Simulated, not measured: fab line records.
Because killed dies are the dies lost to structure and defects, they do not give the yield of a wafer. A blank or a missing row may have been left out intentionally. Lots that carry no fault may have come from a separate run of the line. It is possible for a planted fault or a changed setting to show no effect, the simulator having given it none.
Matching of chambers + flow nand harc + rie diel-01 running NHARC_P_GATE_DESCUM_93: 4 sister chambers
The step chemistry O2, time 3 s. 8 wafers are shown with their chamber, then 8 later ones without.

== EACH WAFER AND ITS CHAMBER ==
| wafer  | chamber | showerhead plenum p Torr (Torr) | drypump motor current A (A) |
|--------|---------|---------------------------------|-----------------------------|
| L762.6 | 2       | 2.02                            | 5.73                        |
| L761.4 | 1       | 2.01                            | 5.90                        |
| L774.4 | 0       | 1.96                            | 6.14                        |
| L774.5 | 1       | 2.01                            | 5.86                        |
| L777.1 | 3       | 1.77                            | 5.68                        |
| L777.4 | 0       | 1.96                            | 6.17                        |
| L777.5 | 2       | 2.01                            | 5.69                        |
| L778.2 | 3       | 1.77                            | 5.67                        |

== WAFERS MISSING THEIR CHAMBER ==
| wafer  | showerhead plenum p Torr (Torr) | drypump motor current A (A) |
|--------|---------------------------------|-----------------------------|
| L778.4 | 2.01                            | 5.88                        |
| L778.6 | 1.77                            | 5.67                        |
| L779.3 | 1.96                            | 6.17                        |
| L779.4 | 2.01                            | 5.85                        |
| L779.6 | 1.77                            | 5.67                        |
| L780.1 | 2.01                            | 5.87                        |
| L780.2 | 1.77                            | 5.69                        |
| L780.3 | 1.96                            | 6.19                        |

== THE CHAMBER EACH PASSED THROUGH ==
| wafer  | from the rows above | in truth |
|--------|---------------------|----------|
| L778.4 | 1                   | 1        |
| L778.6 | 3                   | 3        |
| L779.3 | 0                   | 0        |
| L779.4 | 1                   | 1        |
| L779.6 | 3                   | 3        |
| L780.1 | 1                   | 1        |
| L780.2 | 3                   | 3        |
| L780.3 | 0                   | 0        |
Placed correctly: 8 of 8. Can't be placed from these rows: 0. Placed wrongly: 0.
How it was worked out, from the rows above alone: a wafer's distance from a chamber is the root of the sum, over the readings, of the square of ((its reading less the chamber's mean) divided by the reading's scatter). If the next closest chamber is less than 2 further off than the closest, the wafer can't be placed; otherwise it belongs to the closest. The mean given for a chamber averages the wafers shown for that chamber. How the scatter is found: for the shown wafers, subtract from each reading the mean of its chamber, square and add these, divide the total by (wafers less chambers), then take the root.
